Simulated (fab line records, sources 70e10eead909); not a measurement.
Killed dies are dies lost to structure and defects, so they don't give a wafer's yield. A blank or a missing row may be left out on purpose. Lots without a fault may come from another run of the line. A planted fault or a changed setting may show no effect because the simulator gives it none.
Chamber matching | flow nand_harc | NHARC_A_CHANNEL_FILL_D2_ETCHBACK_20 on rie_diel-12: 4 sister chambers
The step etches the open film in C4F8/O2/Ar, target depth 27 nm, time 13.5 s. 16 wafers are shown with their chamber, then 8 later ones without.

WAFERS WITH THEIR CHAMBER
wafer  | chamber | rf_vpp_V (V) | oes_product_au (a.u.) | rf_fwd_power_W (W)
L668.2 | 1       | 980          | 0.998                 | 586.4
L668.4 | 0       | 987          | 1.012                 | 587.1
L668.6 | 2       | 987          | 1.020                 | 591.0
L669.1 | 3       | 980          | 0.992                 | 590.4
L669.4 | 1       | 980          | 0.996                 | 588.6
L669.6 | 0       | 988          | 1.003                 | 585.0
L671.2 | 2       | 988          | 1.015                 | 583.4
L671.4 | 0       | 988          | 1.013                 | 582.9
L671.6 | 0       | 988          | 1.010                 | 583.7
L672.2 | 3       | 981          | 1.000                 | 592.8
L672.5 | 1       | 982          | 1.005                 | 586.0
L672.6 | 2       | 987          | 1.010                 | 586.7
L676.1 | 2       | 987          | 1.029                 | 587.7
L676.3 | 3       | 981          | 0.994                 | 588.9
L676.5 | 0       | 988          | 1.011                 | 585.9
L684.4 | 3       | 980          | 0.988                 | 589.9

SIGNATURES (means of the wafers above)
reading        | chamber 0 | chamber 1 | chamber 2 | chamber 3 | scatter within a chamber
rf_vpp_V       | 987.80    | 980.67    | 987.25    | 980.50    | 0.659
oes_product_au | 1.00980   | 0.99967   | 1.01850   | 0.99350   | 0.00562
rf_fwd_power_W | 584.920   | 587.000   | 587.200   | 590.500   | 2.1
Rule: a wafer's distance from a chamber is the root of the sum, over the readings, of the square of ((its reading less the chamber's mean) divided by the reading's scatter). The wafer belongs to the nearest chamber; if the next one is less than 2 further off, it can't be placed. The scatter: the root of (the sum of the squares of (reading less its chamber's mean) over the shown wafers, divided by (wafers less chambers)).

WAFERS WITHOUT THEIR CHAMBER
wafer  | rf_vpp_V (V) | oes_product_au (a.u.) | rf_fwd_power_W (W)
L684.5 | 987          | 1.002                 | 587.4
L684.6 | 981          | 0.990                 | 588.7
L687.1 | 988          | 0.985                 | 586.5
L687.3 | 982          | 0.989                 | 588.1
L687.4 | 980          | 0.966                 | 589.0
L689.2 | 989          | 0.989                 | 586.9
L689.4 | 982          | 1.000                 | 587.5
L689.5 | 987          | 0.988                 | 588.5

WHICH CHAMBER EACH WENT THROUGH
wafer  | from the rows above     | in truth
L684.5 | can't be placed: 0 or 2 | 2
L684.6 | can't be placed: 3 or 1 | 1
L687.1 | can't be placed: 0 or 2 | 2
L687.3 | can't be placed: 3 or 1 | 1
L687.4 | can't be placed: 3 or 1 | 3
L689.2 | can't be placed: 0 or 2 | 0
L689.4 | can't be placed: 1 or 3 | 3
L689.5 | can't be placed: 0 or 2 | 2
Placed correctly: 0 of 8. Can't be placed from these rows: 8 (the true chamber is among the candidates in 8). Placed wrongly: 0.
